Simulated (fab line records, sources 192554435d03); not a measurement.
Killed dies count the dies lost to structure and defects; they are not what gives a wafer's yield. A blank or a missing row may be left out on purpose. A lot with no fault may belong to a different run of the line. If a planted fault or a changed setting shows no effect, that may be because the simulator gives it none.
fab line records | flow n5Finfet | part 2 of 2: steps 25 to 29 of 29
record: lots: 7 | wafers: 21 | lastDay: 17
route steps=1938 shown BEOL_M0_SAQP@646 BEOL_M4@1111
lots that met no fault: taken from a fault-free run of the same line
startH: start of the lot's first displayed wafer, in hours after the record's first day | waitH: hours since the lot's step before | " same as the row above | L1.1+2: a row that stands for several wafers | - no value present, or no start provided | * or withheld: withheld | < > ~ a bound
route shown NAME@n: names a module that has steps shown in the file, with the first one's number in the route | usual: mean/standard deviation of fault-free wafers | same: alike in all rows | chamber/n: place in a boat | sites: per-site readings | _std_site: the values' standard deviation | _edge_site: the outer-site mean with the inner-site mean subtracted | radiusMm: how far each site lies from the wafer's centre | mask NAME#n: copy n | behind: the last tool/chamber to shape the wafer | hold: cause of the lot's hold/its duration in hours/its outcome | device: whichever transistor did not switch (one of n, p or np) | end of line: the tests these same wafers got at the end of their route | a step with no rows: only its recipe | killed: not the wafer's yield, but the dies lost to structure and defects at the first sort | map: dies across one wafer; x = killed, . = not, _ = none there
set.NAME: the setting as run; set.NAME@STEP: as run at that earlier step | model.NAME: the simulator's own value behind a step, which no gauge read
certain route steps with their lots: each step a table, each wafer a row
services: when a tool's chamber went out of use (startH, in hours from the record's first day, below 0 if earlier), for how many hours, and the reason
== steps ==
step: N5_BEOL_M0_SAQP_RECESS_104
recipe: chemistry: HF/NH3 | target: SiO2 | targetDepthA: 180 | afsCycles: 3 | tempC: 30 | sublimationTempC: 180 | sublimationTimeS: 60
step: N5_BEOL_M0_SAQP_COAT_105
recipe: resist: SOC | tempC: 250 | timeS: 60 | spinRpm: 1500 | resistThkNm: 100
step: N5_BEOL_M0_SAQP_ETCH_106
recipe: chemistry: N2/H2 | target: SOC | targetDepthA: 1500 | stopOn: SiNx | ionEnergyEv: 100 | biasW: 61 | pressureMtorr: 30 | sourceW: 850 | n2FlowSccm: 200 | h2FlowSccm: 200
usual: biasW: 60.99/0.17 | chamberPressureMTorr: 29.996/0.028 | drypumpMotorCurrentA: 5.8/0.44 | oesProductAu: 0.78/0.085 | rfVppV: 241.3/1.3 | showerheadPlenumPTorr: 2.59/0.082 | throttleValvePct: 17.77/0.24
lot.wafer | tool       | chamber | startH | waitH | biasW | chamberPressureMTorr | drypumpMotorCurrentA | oesProductAu | rfHoursCounterH | rfVppV | showerheadPlenumPTorr | throttleValvePct | model.SiNx_of_BEOL_M0_SAQP_PECVD_97.thkNm
L417.2    | rieDiel-02 | 1       | 113.51 | -     | 61.05 | 30.002               | 5.4                  | 0.87         | 41              | 240.0  | 2.59                  | 17.41            | 15.6
L417.4    | "          | 3       | "      | "     | 61.02 | 29.983               | 6.6                  | 0.96         | 10              | 243.2  | 2.72                  | 17.63            | 16.2
L417.5    | "          | 3       | "      | "     | 60.89 | 29.979               | 6.6                  | 0.95         | -               | 244.0  | 2.72                  | 17.64            | 15.6
L426.1    | rieDiel-02 | 2       | 161.61 | -     | 61.09 | 29.981               | 6.6                  | 0.90         | 17              | 242.7  | 2.61                  | 17.49            | 14.8
L426.2    | "          | 3       | "      | "     | 60.81 | 29.974               | 6.6                  | 0.92         | 24              | 243.1  | 2.72                  | 17.66            | 15
L426.6    | "          | 0       | "      | "     | 60.74 | 29.946               | 5.1                  | 0.70         | -               | 239.3  | 2.52                  | 18.16            | 15.6
L427.3    | rieDiel-04 | 2       | 172.08 | -     | 61.02 | 29.990               | 5.7                  | 0.73         | 148             | 243.2  | 2.63                  | 18.02            | 20
L427.4    | "          | 0       | "      | "     | 60.63 | 30.052               | 5.6                  | 0.71         | 178             | 240.7  | 2.51                  | 18.01            | 20.6
L427.6    | "          | 2       | "      | "     | 61.06 | 30.006               | 5.7                  | 0.73         | -               | 240.6  | 2.63                  | 18.02            | 20.6
L428.1    | rieDiel-04 | 0       | 179.25 | -     | 61.16 | 29.976               | 5.6                  | 0.71         | 181             | 241.4  | 2.51                  | 18.02            | 19.4
L428.3    | "          | 1       | "      | "     | 60.84 | 29.985               | 6.3                  | 0.73         | 188             | 243.2  | 2.64                  | 17.54            | 19.6
L428.4    | "          | 1       | "      | "     | 60.96 | 30.022               | 6.3                  | 0.73         | -               | 240.9  | 2.64                  | 17.53            | 19.8
L429.3    | rieDiel-04 | 1       | 184.15 | -     | 60.91 | 29.995               | 6.3                  | 0.72         | 191             | 241.3  | 2.64                  | 17.54            | 20
L429.4    | "          | 0       | "      | "     | 60.76 | 30.010               | 5.6                  | 0.71         | -               | 240.0  | 2.51                  | 18.02            | 20.6
L429.6    | "          | 2       | "      | "     | 60.76 | 30.017               | 5.7                  | 0.73         | -               | 242.4  | 2.63                  | 18.04            | 20.2
L436.2    | rieDiel-03 | 0       | 226.78 | -     | 60.97 | 30.002               | 5.9                  | 0.73         | 176             | 241.1  | 2.54                  | 17.90            | 15.2
L436.5    | "          | 0       | "      | "     | 60.93 | 29.979               | 5.9                  | 0.74         | -               | 241.3  | 2.54                  | 17.90            | 15.2
L436.6    | "          | 1       | "      | "     | 61.29 | 29.994               | 6.0                  | 0.73         | -               | 239.7  | 2.41                  | 17.91            | 15.8
L439.2    | rieDiel-04 | 2       | 244.40 | -     | 61.33 | 29.988               | 5.7                  | 0.71         | 172             | 241.3  | 2.62                  | 18.08            | 15.6
L439.3    | "          | 1       | "      | "     | 60.87 | 29.974               | 6.3                  | 0.71         | 209             | 241.6  | 2.63                  | 17.58            | 15.6
L439.6    | "          | 1       | "      | "     | 61.11 | 29.978               | 6.3                  | 0.71         | -               | 242.4  | 2.63                  | 17.56            | 16.2
step: N5_BEOL_M0_SAQP_ETCH_107
recipe: chemistry: CH3F/O2 | target: SiNx | targetDepthA: 300 | maskMaterial: SOC | pressureMtorr: 30 | sourceW: 395 | biasW: 73 | Ar_flow_sccm: 150 | CH3F_flow_sccm: 30 | O2_flow_sccm: 20 | ionEnergyEv: 120
usual: CH3F_flow_sccm: 30.01/0.099 | O2_flow_sccm: 20.00/0.062 | drypumpMotorCurrentA: 5.8/0.44 | oes_o_777_au: 0.79/0.089 | oesProductAu: 0.79/0.088 | rfVppV: 297/6.4 | showerheadPlenumPTorr: 2.04/0.062 | throttleValvePct: 16.4/0.32
lot.wafer | tool       | chamber | startH | waitH | CH3F_flow_sccm | O2_flow_sccm | drypumpMotorCurrentA | oes_o_777_au | oesProductAu | rfHoursCounterH | rfVppV | showerheadPlenumPTorr | throttleValvePct
L417.2    | rieDiel-02 | 1       | 113.57 | 0.0   | 29.98          | 19.98        | 5.4                  | 0.86         | 0.88         | 41              | 296    | 2.03                  | 15.9
L417.4    | "          | 3       | "      | "     | 30.00          | 20.06        | 6.6                  | 0.96         | 0.96         | 10              | 301    | 2.14                  | 16.2
L417.5    | "          | 3       | "      | "     | 29.96          | 19.97        | 6.6                  | 0.96         | 0.96         | -               | 301    | 2.14                  | 16.2
L426.1    | rieDiel-02 | 2       | 161.67 | 0.0   | 30.00          | 20.06        | 6.6                  | 0.88         | 0.92         | 17              | 304    | 2.04                  | 15.8
L426.2    | "          | 3       | "      | "     | 30.07          | 19.88        | 6.6                  | 0.92         | 0.93         | 24              | 301    | 2.13                  | 16.2
L426.6    | "          | 0       | "      | "     | 29.88          | 19.99        | 5.1                  | 0.70         | 0.71         | -               | 300    | 1.98                  | 16.7
L427.3    | rieDiel-04 | 2       | 172.14 | 0.0   | 29.98          | 19.92        | 5.7                  | 0.73         | 0.74         | 148             | 303    | 2.09                  | 16.7
L427.4    | "          | 0       | "      | "     | 29.75          | 19.97        | 5.6                  | 0.72         | 0.72         | 178             | 300    | 2.00                  | 16.8
L427.6    | "          | 2       | "      | "     | 30.10          | 20.05        | 5.7                  | 0.72         | 0.74         | -               | 305    | 2.09                  | 16.7
L428.1    | rieDiel-04 | 0       | 179.31 | 0.0   | 29.98          | 20.00        | 5.6                  | 0.72         | 0.72         | 181             | 299    | 2.00                  | 16.8
L428.3    | "          | 1       | "      | "     | 30.20          | 20.04        | 6.3                  | 0.73         | 0.73         | 189             | 304    | 2.07                  | 16.1
L428.4    | "          | 1       | "      | "     | 30.14          | 20.08        | 6.3                  | 0.73         | 0.74         | -               | 303    | 2.07                  | 16.1
L429.3    | rieDiel-04 | 1       | 184.21 | 0.0   | 29.99          | 20.02        | 6.3                  | 0.73         | 0.74         | 191             | 304    | 2.07                  | 16.1
L429.4    | "          | 0       | "      | "     | 30.20          | 19.97        | 5.6                  | 0.72         | 0.72         | -               | 299    | 2.00                  | 16.8
L429.6    | "          | 2       | "      | "     | 30.00          | 19.96        | 5.7                  | 0.73         | 0.74         | -               | 304    | 2.09                  | 16.7
L436.2    | rieDiel-03 | 0       | 226.84 | 0.0   | 30.07          | 20.02        | 5.9                  | 0.74         | 0.74         | 177             | 295    | 2.00                  | 16.4
L436.5    | "          | 0       | "      | "     | 29.98          | 19.97        | 5.9                  | 0.74         | 0.74         | -               | 296    | 2.00                  | 16.4
L436.6    | "          | 1       | "      | "     | 29.86          | 20.01        | 6.0                  | 0.74         | 0.74         | -               | 286    | 1.90                  | 16.5
L439.2    | rieDiel-04 | 2       | 244.46 | 0.0   | 29.97          | 20.07        | 5.7                  | 0.71         | 0.72         | 172             | 305    | 2.08                  | 16.7
L439.3    | "          | 1       | "      | "     | 29.91          | 20.03        | 6.3                  | 0.72         | 0.73         | 209             | 305    | 2.06                  | 16.1
L439.6    | "          | 1       | "      | "     | 29.90          | 20.05        | 6.3                  | 0.71         | 0.73         | -               | 306    | 2.06                  | 16.1
step: N5_BEOL_M4_RC_MEAS_101
usual: DIBL_N: 35.9/1.4 | DIBL_P: 35.9/1.7 | IOFF_N: 0.160/0.026 | IOFF_P: 0.21/0.036 | ION_N: 672/11 | ION_P: 461/8.1 | SS_N: 71.4/0.54 | SS_P: 73.2/0.67 | VT_N: 249.3/2.7 | VT_P: -250/3.9
lot.wafer | tool      | chamber | startH | waitH | DIBL_N[mV/V] | DIBL_P[mV/V] | IOFF_N[nA/um] | IOFF_P[nA/um] | ION_N[uA/um] | ION_P[uA/um] | SS_N[mV/dec] | SS_P[mV/dec] | VT_N[mV] | VT_P[mV]
L417.2    | prober-01 | 0       | 161.78 | 0.2   | 36.8         | 37.7         | 0.200         | 0.31          | 685          | 476          | 72.0         | 74.3         | 247.4    | -240
L417.4    | "         | 0       | "      | "     | 35.4         | 35.9         | 0.170         | 0.26          | 678          | 475          | 71.1         | 73.8         | 245.1    | -245
L417.5    | "         | 0       | "      | "     | 36.1         | 36.6         | 0.182         | 0.28          | 680          | 474          | 71.8         | 73.4         | 247.2    | -244
L426.1    | prober-02 | 0       | 221.02 | 0.0   | 35.1         | 33.8         | 0.134         | 0.17          | 663          | 457          | 71.3         | 72.8         | 250.4    | -255
L426.2    | "         | 0       | "      | "     | 34.6         | 33.7         | 0.127         | 0.18          | 668          | 459          | 70.5         | 72.7         | 252.8    | -251
L426.6    | "         | 0       | "      | "     | 37.1         | 36.7         | 0.169         | 0.23          | 677          | 460          | 71.7         | 72.7         | 246.9    | -247
L436.2    | prober-01 | 0       | 288.54 | 0.2   | 36.4         | 36.7         | 0.167         | 0.25          | 660          | 463          | 72.0         | 73.4         | 248.3    | -246
L436.5    | "         | 0       | "      | "     | 35.1         | 35.9         | 0.154         | 0.23          | 675          | 472          | 71.9         | 73.7         | 248.9    | -247
L436.6    | "         | 0       | "      | "     | 33.6         | 32.9         | 0.123         | 0.20          | 657          | 461          | 71.4         | 72.8         | 251.9    | -250
L439.2    | prober-01 | 0       | 309.85 | 0.2   | 34.5         | 35.1         | 0.159         | 0.19          | 681          | 463          | 71.0         | 73.0         | 249.1    | -252
L439.3    | "         | 0       | "      | "     | 35.1         | 37.1         | 0.174         | 0.22          | 690          | 470          | 71.7         | 73.1         | 246.4    | -252
L439.6    | "         | 0       | "      | "     | 34.4         | 35.6         | 0.158         | 0.20          | 682          | 466          | 71.4         | 72.7         | 248.8    | -251
== services ==
tool       | chamber | startH | hours | kind
rieSi-02   | 0       | 99.99  | 3.4   | repair
rieSi-02   | 3       | 103.74 | 15.8  | repair
rieSi-02   | 2       | 143.07 | 15.9  | repair
rieDiel-03 | -       | 163.99 | 0.5   | repair
rieDiel-03 | 2       | 175.88 | 5.3   | repair
rieDiel-04 | 3       | 179.20 | -     | clean
rieDiel-04 | 3       | 179.20 | -     | consumableReplace:focusRing
rieDiel-04 | 3       | 179.20 | 17.8  | scheduledDown
rieDiel-04 | 3       | 179.20 | 17.8  | ventCycle
rieDiel-02 | 3       | 190.09 | 4.6   | repair
rieSi-03   | 1       | 205.65 | -     | clean
rieSi-03   | 1       | 205.65 | 16.1  | scheduledDown
rieSi-03   | 1       | 205.65 | 16.1  | ventCycle
rieSi-02   | -       | 222.50 | 0.3   | repair
rieDiel-03 | 0       | 236.50 | 2.5   | repair
rieSi-02   | -       | 237.34 | 2.8   | pm
== key ==
firstSign: step: N5_BEOL_M0_SAQP_MANDREL_ETCH_20 | reading: toolRecord | direction: missing
effect: step: N5_BEOL_M0_SAQP_SPACER1_ETCHBACK_99 | reading: oesProductAu | direction: down | sigmas: 5.5 | usual: 0.80 | struck: 0.31
effect: step: N5_BEOL_M0_SAQP_CD_MEAS_25 | reading: cdNm | direction: missing
modelEffect: step: N5_BEOL_M0_SAQP_MANDREL_ETCH_20 | value: SOC_of_BEOL_M0_SAQP_COAT_81.thkNm | without: 76.53 | struck: 100.4
modelEffect: step: N5_BEOL_M0_SAQP_ETCH_106 | value: SiNx_of_BEOL_M0_SAQP_PECVD_97.thkNm | without: 15.36 | struck: 20.09
metAt N5_BEOL_M0_SAQP_MANDREL_ETCH_20
struckWafers L427.3,L427.4,L427.6,L428.1,L428.3,L428.4,L429.3,L429.4,L429.6
laterRowsLeftOut L427.3,L427.4,L427.6,L428.1,L428.3,L428.4,L429.3,L429.4,L429.6
sortLeftOut L427.3,L427.4,L427.6,L428.1,L428.3,L428.4,L429.3,L429.4,L429.6
onsetBetween 159.32 169.92
fault: kind: skippedStepWhole | tool: rieSi-03,rieSi-05 | chamber: - | onsetH: 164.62 | steps: N5_BEOL_M0_SAQP_MANDREL_ETCH_20 | scope: struckLotsOnly
sortLeftOut: the simulated sort isn't trusted on such a fault, so these wafers' sort isn't shown, and their yield isn't known
laterRowsLeftOut: the simulator's readings of these wafers behind a module that went badly wrong aren't trusted and aren't shown, but for the sort
